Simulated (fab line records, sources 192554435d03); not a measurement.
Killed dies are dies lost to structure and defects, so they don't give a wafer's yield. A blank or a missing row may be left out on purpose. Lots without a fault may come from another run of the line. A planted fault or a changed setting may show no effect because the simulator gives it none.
Chamber matching | flow n5_finfet | N5_BEOL_M11_ETCH_61 on rie_diel-02: 4 sister chambers
The step etches SiARC in CF4, target depth 39 nm, time 65 s. 4 wafers are shown with their chamber, then 12 later ones without.

WAFERS WITH THEIR CHAMBER
wafer  | chamber | throttle_valve_pct (%)
L085.1 | 0       | 15.0
L085.2 | 3       | 15.7
L088.2 | 1       | 15.9
L088.5 | 2       | 15.6

WAFERS WITHOUT THEIR CHAMBER
wafer  | throttle_valve_pct (%)
L092.1 | 15.7
L092.2 | 15.0
L092.4 | 15.0
L093.2 | 16.0
L093.5 | 15.7
L093.6 | 15.1
L095.1 | 15.8
L095.2 | 15.1
L095.6 | 15.1
L096.1 | 15.1
L096.2 | 15.9
L096.5 | 15.8

WHICH CHAMBER EACH WENT THROUGH
wafer  | from the rows above          | in truth
L092.1 | can't be placed: 3 or 2      | 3
L092.2 | 0                            | 0
L092.4 | 0                            | 0
L093.2 | 1                            | 1
L093.5 | can't be placed: 3 or 2      | 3
L093.6 | 0                            | 0
L095.1 | can't be placed: 1 or 3 or 2 | 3
L095.2 | 0                            | 0
L095.6 | 0                            | 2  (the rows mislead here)
L096.1 | 0                            | 0
L096.2 | 1                            | 1
L096.5 | can't be placed: 1 or 3 or 2 | 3
Placed correctly: 7 of 12. Can't be placed from these rows: 4 (the true chamber is among the candidates in 4). Placed wrongly: 1.
How it was worked out, from the rows above alone: a wafer's distance from a chamber is the root of the sum, over the readings, of the square of ((its reading less the chamber's mean) divided by the reading's scatter). The wafer belongs to the nearest chamber; if the next one is less than 2 further off, it can't be placed. A chamber's mean is the mean of its shown wafers. The scatter: with one shown wafer a chamber, the root of the mean of the squares of how far each hidden wafer lies from its nearest shown one.
